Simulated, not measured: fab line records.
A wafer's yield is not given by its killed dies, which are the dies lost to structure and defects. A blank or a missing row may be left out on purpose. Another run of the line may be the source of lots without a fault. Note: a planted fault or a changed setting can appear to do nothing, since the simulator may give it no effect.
Split-lot experiment	flow n5-finfet	21 wafers read across 7 lots, on a route 1938 steps long

== SPLIT DETAILS ==
At N5_BEOL_M6_HM_DEP_02 (deposits TiN, target thk 20 nm), the setting target-thk-a was moved away from the recipe's 200 angstrom on 4 of the 21 wafers read, by -11.5% to +11.7%. All remaining wafers had this setting at the recipe value.

== FROM THE SPLIT TO THE READING: what the file shows between them, 8 steps ==
- N5_BEOL_M6_COAT_59: time 60 s, resist thk 100 nm
- N5_BEOL_M6_COAT_60: time 60 s, resist thk 35 nm
- N5_BEOL_M6_STRIP_68: strips in N2/H2
- N5_BEOL_M6_STRIP_67: strips in CF4
- N5_BEOL_M6_HM_OPEN_17: chemistry Cl2/BCl3, target TiN, target depth 20 nm, overetch 6 nm
- N5_BEOL_M6_STRIP_19: strips in O2
- N5_BEOL_M6_STRIP_76: strips in C4F6/O2
- N5_BEOL_M6_STRIP_36: strips in N2/H2

== THE READING ==
TiN_of_BEOL_M6_HM_DEP_02.thk-nm (the simulator's own value, which no gauge read), in nm, at N5_BEOL_M6_TRENCH_ETCH_37 (etches SiCOH lowk in C4F6/O2, target depth 94.435 nm, time 31.5 s). The file gives no usual value for it. Average 17.2 nm, standard deviation 0.21 nm, over the 17 wafers here run with the recipe.

wafer	tool, chamber at the split	target-thk-a as run, angstrom	against the recipe	TiN_of_BEOL_M6_HM_DEP_02.thk-nm, nm	against lot-mates on the recipe
L079.1	pvd-sputter-01, -	177.1	-11.5%	15.2	-2.4
L079.2	pvd-sputter-01, -	200	recipe	17.6	-
L079.3	pvd-sputter-01, -	177.1	-11.5%	15	-2.6
L078.3	pvd-sputter-02, -	200	recipe	17.2	-
L078.5	pvd-sputter-02, -	200	recipe	17.2	-
L078.6	pvd-sputter-02, -	200	recipe	17.2	-
L084.2	pvd-sputter-02, -	200	recipe	17.2	-
L084.3	pvd-sputter-02, -	223.5	+11.7%	19.6	+2.3
L084.4	pvd-sputter-02, -	200	recipe	17.4	-
L086.1	pvd-sputter-02, -	200	recipe	17	-
L086.5	pvd-sputter-02, -	200	recipe	17	-
L086.6	pvd-sputter-02, -	200	recipe	17.2	-
L089.2	pvd-sputter-01, -	200	recipe	17.4	-
L089.6	pvd-sputter-01, -	200	recipe	17.4	-
L089.5	pvd-sputter-01, -	214.5	+7.3%	18.8	+1.4
L092.2	pvd-sputter-02, -	200	recipe	16.8	-
L092.6	pvd-sputter-02, -	200	recipe	16.8	-
L092.3	pvd-sputter-02, -	200	recipe	17	-
L094.2	pvd-sputter-02, -	200	recipe	17	-
L094.5	pvd-sputter-02, -	200	recipe	17	-
L094.6	pvd-sputter-02, -	200	recipe	17.2	-

THE FIT
A straight line over all 21 wafers: TiN_of_BEOL_M6_HM_DEP_02.thk-nm changes by +0.194 nm for each +1% of target-thk-a; r = +0.97; the points scatter about the line by 0.22 nm.
The same after taking each lot's own level away (the mean of its wafers on the recipe; 21 wafers): +0.208 nm for each +1%; r = +1.00; scatter 0.094 nm.
Per that fit: largest target-thk-a move, reading shift of 2.4 nm.
The span of the lots' own levels, 16.87 to 17.60 nm, comes to 3.5 times the standard deviation stated above.
Hence the lot-to-lot level has little effect on the slope; both slopes agree.
Check: with one of the wafers moved furthest among these (+11.7%) left out of the fit, the line predicts +2.5 nm for it against its lot-mates. It came out at +2.3 nm against them.

== THESE WAFERS: OTHER SPLITS ==
These wafers also went through other splits before the reading. Each is held against what the fit with the lots' levels taken away leaves over:
other split on the same wafers	wafers away from the commonest value	r with TiN_of_BEOL_M6_HM_DEP_02.thk-nm (lot level and that fit taken away)
N5_BEOL_M5_TRENCH_ETCH_37 source-w	6	-0.08
N5_BEOL_M6_PECVD_70 time-s	6	-0.01

== THE WHOLE CHAIN: every reading that the file lists as answering this split, in the file's order ==
step	what it does	reading	change (the file's fit)	r (the file's)
N5_BEOL_M6_HM_DEP_02	deposits TiN, target thk 20 nm	TiN_of_BEOL_M6_HM_DEP_02.thk-nm (the simulator's own value, which no gauge read)	+0.208 nm for each +1% of the setting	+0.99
N5_BEOL_M6_HM_OPEN_17	chemistry Cl2/BCl3, target TiN, target depth 20 nm, overetch 6 nm	etch.depth-nm (the simulator's own value, which no gauge read)	+0.203 nm for each +1% of the setting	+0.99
N5_BEOL_M6_TRENCH_ETCH_37	etches SiCOH lowk in C4F6/O2, target depth 94.435 nm, time 31.5 s	TiN_of_BEOL_M6_HM_DEP_02.thk-nm (the simulator's own value, which no gauge read)	+0.205 nm for each +1% of the setting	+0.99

== FILE'S OWN FIT ==
TiN_of_BEOL_M6_HM_DEP_02.thk-nm changes by +0.205 nm for each +1% of target-thk-a, r = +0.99.
